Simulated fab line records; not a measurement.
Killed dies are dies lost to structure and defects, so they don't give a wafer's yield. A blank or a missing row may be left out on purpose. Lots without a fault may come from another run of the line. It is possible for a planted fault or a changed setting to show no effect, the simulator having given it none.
What tool caused it?    flow n5_finfet    24 lots, 72 wafers sampled, at 2 steps of a route of 1938

WHAT EACH GAUGE READ, for each wafer
N5_SDB_INSPECT_13: inspects for defects (brightfield).
lot   measured     on                 raw_defect_count
L074  day 3 19:16  defect_inspect-01  48 103 88
L075  day 4 02:20  defect_inspect-02  62 101 211
L076  day 4 08:46  defect_inspect-02  46 54 51
L077  day 4 14:05  defect_inspect-01  57 157 117
L078  day 4 18:43  defect_inspect-01  95 61 48
L079  day 5 01:34  defect_inspect-02  78 40 105
L080  day 5 09:47  defect_inspect-01  82 88 121
L081  day 5 12:14  defect_inspect-02  48 54 147
L082  day 5 18:40  defect_inspect-01  46 56 58
L083  day 6 01:01  defect_inspect-01  120 63 77
L084  day 6 07:46  defect_inspect-02  91 74 82
L085  day 6 13:09  defect_inspect-02  67 126 75
L086  day 7 00:13  defect_inspect-01  36 49 55
L087  day 7 01:05  defect_inspect-01  52 61 70
L088  day 7 08:10  defect_inspect-01  89 85 75
L089  day 7 14:21  defect_inspect-02  45 85 34
L090  day 7 19:24  defect_inspect-01  59 156 85
L091  day 8 00:42  defect_inspect-02  104 106 110
L092  day 8 05:59  defect_inspect-01  142 66 122
L093  day 8 11:29  defect_inspect-01  67 52 78
L094  day 8 17:29  defect_inspect-01  35 70 67
L095  day 8 22:58  defect_inspect-02  52 49 113
L096  day 9 08:55  defect_inspect-01  81 37 50
L097  day 9 11:08  defect_inspect-01  41 49 53

WHICH TOOL RAN EACH LOT (tool, then ch and the chambers of the sampled wafers, then the start)
lot   N5_ILD0_CMP_07
L074  cmp-03 ch 0,1,3, day 3 15:17
L075  cmp-02 ch 1,2,3, day 3 22:26
L076  cmp-04 ch 0,2, day 4 04:31
L077  cmp-03 ch 0,1, day 4 09:52
L078  cmp-03 ch 2,3, day 4 14:38
L079  cmp-02 ch 0,1,2, day 4 20:55
L080  cmp-02 ch 0,1,3, day 5 05:35
L081  cmp-02 ch 0,1,2, day 5 08:06
L082  cmp-03 ch 0,1,3, day 5 14:40
L083  cmp-02 ch 0,2,3, day 5 20:58
L084  cmp-04 ch 0,3, day 6 03:48
L085  cmp-03 ch 0,2,3, day 6 08:50
L086  cmp-04 ch 1,2,3, day 6 20:07
L087  cmp-04 ch 2,3, day 6 21:10
L088  cmp-04 ch 1,2, day 7 04:14
L089  cmp-02 ch 0,2,3, day 7 10:23
L090  cmp-04 ch 1,2, day 7 14:38
L091  cmp-04 ch 0,3, day 7 20:38
L092  cmp-02 ch 0,1,3, day 8 02:07
L093  cmp-02 ch 0,3, day 8 07:28
L094  cmp-04 ch 0,1,3, day 8 13:14
L095  cmp-02 ch 0,2,3, day 8 18:41
L096  cmp-04 ch 0,2,3, day 9 05:02
L097  cmp-03 ch 0,1,2, day 9 07:08
- N5_ILD0_CMP_07: polishes SiO2 flowable, stops on poly-Si, t overpolish 1.18 s, target thk 138.88 nm.

AS READ BY THE TOOLS THEMSELVES (means over the sampled wafers that have a number; for cases with no such wafer, the mark the record gives instead)
N5_ILD0_CMP_07.
lot   tool    motor_current_A (A)
L074  cmp-03  12.7
L075  cmp-02  12.7
L076  cmp-04  12.6
L077  cmp-03  12.1
L078  cmp-03  13.3
L079  cmp-02  12.8
L080  cmp-02  12.7
L081  cmp-02  12.8
L082  cmp-03  12.4
L083  cmp-02  13.0
L084  cmp-04  12.1
L085  cmp-03  12.8
L086  cmp-04  13.3
L087  cmp-04  12.8
L088  cmp-04  13.8
L089  cmp-02  12.8
L090  cmp-04  13.4
L091  cmp-04  11.7
L092  cmp-02  12.4
L093  cmp-02  12.7
L094  cmp-04  12.3
L095  cmp-02  12.5
L096  cmp-04  12.6
L097  cmp-03  12.5

THE ANSWER, worked out from the rows above alone
Rule: the usual values come from the lots themselves. Put in order of their means at a reading, lots are off if they are a third of the lots or fewer, leave a main group of 4 or more, and stand apart from it by a gap of 3 or more times the standard deviation of the main group's means; of several such gaps the widest counts. If all means in a main group match to the digits the tables above print for the reading, that group is not used. Also off: a lot with no number at a reading for which 4 or more lots have one. Any other lot the step has rows for is counted as sound. After the gauges, taken in route order, come the tools' own readings; for these a lot's mean is taken, as printed above. At the first step where some lot is off, the reading lying furthest off is the one used; lots without a number count as furthest.
Nothing can be told from this: no lot is off at any reading shown.

WHAT HAD BEEN PUT IN BY THE SIMULATOR
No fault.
